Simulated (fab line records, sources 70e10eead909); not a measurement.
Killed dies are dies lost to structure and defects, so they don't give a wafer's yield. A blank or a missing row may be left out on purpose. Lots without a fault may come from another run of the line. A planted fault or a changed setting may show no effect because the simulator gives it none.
Chamber matching | flow nand_harc | NHARC_A_M1_DEP_33 on pecvd-02: 3 sister chambers
The step deposits SiCN, target thk 30 nm. 6 wafers are shown with their chamber, then 8 later ones without.

WAFERS WITH THEIR CHAMBER
wafer  | chamber | heater_power_w (W) | rf_fwd_power_W (W)
L077.5 | 2       | 724                | 450.8
L084.5 | 1       | 428                | 447.7
L085.2 | 0       | 706                | 448.4
L085.5 | 1       | 463                | 449.0
L085.6 | 0       | 732                | 450.1
L088.3 | 2       | 619                | 448.0

WAFERS WITHOUT THEIR CHAMBER
wafer  | heater_power_w (W) | rf_fwd_power_W (W)
L088.4 | 694                | 446.6
L088.6 | 601                | 447.3
L090.4 | 456                | 448.7
L090.5 | 594                | 448.9
L090.6 | 703                | 451.0
L092.2 | 488                | 446.8
L092.4 | 570                | 449.0
L092.6 | 779                | 449.5

WHICH CHAMBER EACH WENT THROUGH
wafer  | from the rows above          | in truth
L088.4 | can't be placed: 0 or 2      | 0
L088.6 | can't be placed: 2 or 0 or 1 | 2
L090.4 | 1                            | 1
L090.5 | can't be placed: 2 or 0 or 1 | 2
L090.6 | can't be placed: 0 or 2      | 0
L092.2 | 1                            | 1
L092.4 | can't be placed: 2 or 1 or 0 | 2
L092.6 | can't be placed: 0 or 2      | 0
Placed correctly: 2 of 8. Can't be placed from these rows: 6 (the true chamber is among the candidates in 6). Placed wrongly: 0.
How it was worked out, from the rows above alone: a wafer's distance from a chamber is the root of the sum, over the readings, of the square of ((its reading less the chamber's mean) divided by the reading's scatter). The wafer belongs to the nearest chamber; if the next one is less than 2 further off, it can't be placed. A chamber's mean is the mean of its shown wafers. The scatter: the root of (the sum of the squares of (reading less its chamber's mean) over the shown wafers, divided by (wafers less chambers)).
